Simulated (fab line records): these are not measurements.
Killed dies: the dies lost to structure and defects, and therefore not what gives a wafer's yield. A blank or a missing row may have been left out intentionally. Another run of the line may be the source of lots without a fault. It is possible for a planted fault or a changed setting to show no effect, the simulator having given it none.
Chamber matching    flow nand harc    NHARC_A_STAIRCASE_DEP_259 on pecvd-04 has 3 sister chambers
The step deposits SiON, target thk 30 nm. 6 wafers are shown with their chamber, then 10 later ones without.

## WAFERS, EACH WITH ITS CHAMBER
wafer   chamber  susceptor temp C (C)  heater power w (W)
L086.2  0        400.31                802
L086.4  0        400.43                796
L087.2  2        400.27                853
L087.6  2        400.19                849
L091.3  1        399.64                828
L091.5  1        400.23                835

## WAFERS WITHOUT THEIR CHAMBER
wafer   susceptor temp C (C)  heater power w (W)
L091.6  399.98                760
L090.1  399.88                835
L090.4  400.01                847
L090.6  399.98                831
L093.2  400.06                849
L093.3  400.02                807
L093.6  399.70                749
L094.2  399.98                851
L094.5  399.93                829
L094.6  399.79                913

## THE CHAMBER EACH PASSED THROUGH
wafer    from the rows above   in truth
L091.6   0                     0
L090.1   1                     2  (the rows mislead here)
L090.4   2                     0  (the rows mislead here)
L090.6   1                     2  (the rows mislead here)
L093.2   2                     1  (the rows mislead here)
L093.3   0                     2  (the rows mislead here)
L093.6   0                     0
L094.2   2                     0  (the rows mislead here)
L094.5   1                     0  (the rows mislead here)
L094.6   2                     2
3 of 10 placed correctly. Can't be placed from these rows: 0. 7 placed wrongly.
How it was worked out, from the rows above alone: a wafer's distance from a chamber is the root of the sum, over the readings, of the square of ((its reading less the chamber's mean) divided by the reading's scatter). If the next closest chamber is less than 2 further off than the closest, the wafer can't be placed; otherwise it belongs to the closest. For every chamber, the mean is computed from those of its wafers that are shown. The scatter is the square root of a quotient: the sum, over the shown wafers, of each reading's squared deviation from its chamber's mean, divided by wafers minus chambers.
